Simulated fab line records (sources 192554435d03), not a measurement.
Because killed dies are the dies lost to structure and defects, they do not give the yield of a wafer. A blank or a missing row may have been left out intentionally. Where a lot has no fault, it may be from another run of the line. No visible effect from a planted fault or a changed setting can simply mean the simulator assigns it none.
Chamber matching ; flow n5 finfet ; N5_ILD0_CMP_12 on cmp-03 has 4 sister chambers
The step polishes SiNx, stops on poly-Si, t overpolish 6 s, target thk 17.67 nm. 4 wafers are shown with their chamber, then 8 later ones without.

## EACH WAFER AND ITS CHAMBER
wafer;chamber;motor current A (A)
L087.5;1;9.8
L091.5;3;9.9
L091.6;2;7.5
L092.1;0;10.0

## WAFERS WITH NO CHAMBER GIVEN
wafer;motor current A (A)
L092.2;9.2
L092.4;7.9
L094.4;7.7
L094.5;9.6
L094.6;7.8
L096.1;7.7
L096.5;7.7
L096.6;9.2

## WHICH CHAMBER EACH ONE RAN IN
wafer;from the rows above;in truth
L092.2;can't be placed: 1 or 3 or 0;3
L092.4;2;2
L094.4;2;2
L094.5;can't be placed: 1 or 3 or 0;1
L094.6;2;2
L096.1;2;2
L096.5;2;2
L096.6;can't be placed: 1 or 3 or 0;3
Placed correctly: 5 of 8. Cannot be placed on the basis of these rows: 3; the candidates contain the true chamber in 3. Wrongly placed: 0.
How it was worked out, from the rows above alone: a wafer's distance from a chamber is the root of the sum, over the readings, of the square of ((its reading less the chamber's mean) divided by the reading's scatter). The wafer belongs to the nearest chamber; if the next one is less than 2 further off, it can't be placed. A chamber's mean is the mean of its shown wafers. The scatter (one wafer shown for each chamber): square how far every hidden wafer sits from the nearest shown wafer, average those squares and take the square root.
